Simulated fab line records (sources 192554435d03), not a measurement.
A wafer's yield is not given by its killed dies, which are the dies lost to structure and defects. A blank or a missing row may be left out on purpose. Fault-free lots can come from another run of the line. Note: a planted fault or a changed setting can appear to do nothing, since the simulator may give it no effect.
Chamber matching + flow n5Finfet + rieDiel-01 running N5_BEOL_M7_ETCH_65: 4 sister chambers
The step etches SiARC in CF4, target depth 15.6 nm, time 26 s. 4 wafers are shown with their chamber, then 7 later ones without.

== EACH WAFER AND ITS CHAMBER ==
| wafer  | chamber | drypumpMotorCurrentA (A) |
|--------|---------|--------------------------|
| L080.1 | 0       | 5.2                      |
| L088.4 | 2       | 6.0                      |
| L090.1 | 3       | 5.9                      |
| L090.3 | 1       | 4.9                      |

== WAFERS WITH NO CHAMBER GIVEN ==
| wafer  | drypumpMotorCurrentA (A) |
|--------|--------------------------|
| L090.5 | 4.9                      |
| L091.3 | 4.8                      |
| L091.5 | 6.0                      |
| L091.6 | 5.2                      |
| L097.1 | 5.9                      |
| L097.3 | 5.2                      |
| L097.6 | 6.0                      |

== EACH ONE'S CHAMBER ==
| wafer  | from the rows above | in truth |
|--------|---------------------|----------|
| L090.5 | 1                   | 1        |
| L091.3 | 1                   | 1        |
| L091.5 | 2                   | 2        |
| L091.6 | 0                   | 0        |
| L097.1 | 3                   | 3        |
| L097.3 | 0                   | 0        |
| L097.6 | 2                   | 2        |
Correct placement for 7 of the 7. From these rows, 0 cannot be placed. Number placed wrongly: 0.
How it was worked out, from the rows above alone: a wafer's distance from a chamber is the root of the sum, over the readings, of the square of ((its reading less the chamber's mean) divided by the reading's scatter). The wafer belongs to the nearest chamber; if the next one is less than 2 further off, it can't be placed. Each chamber's mean is taken over the wafers shown for it. The scatter: with one shown wafer a chamber, the root of the mean of the squares of how far each hidden wafer lies from its nearest shown one.
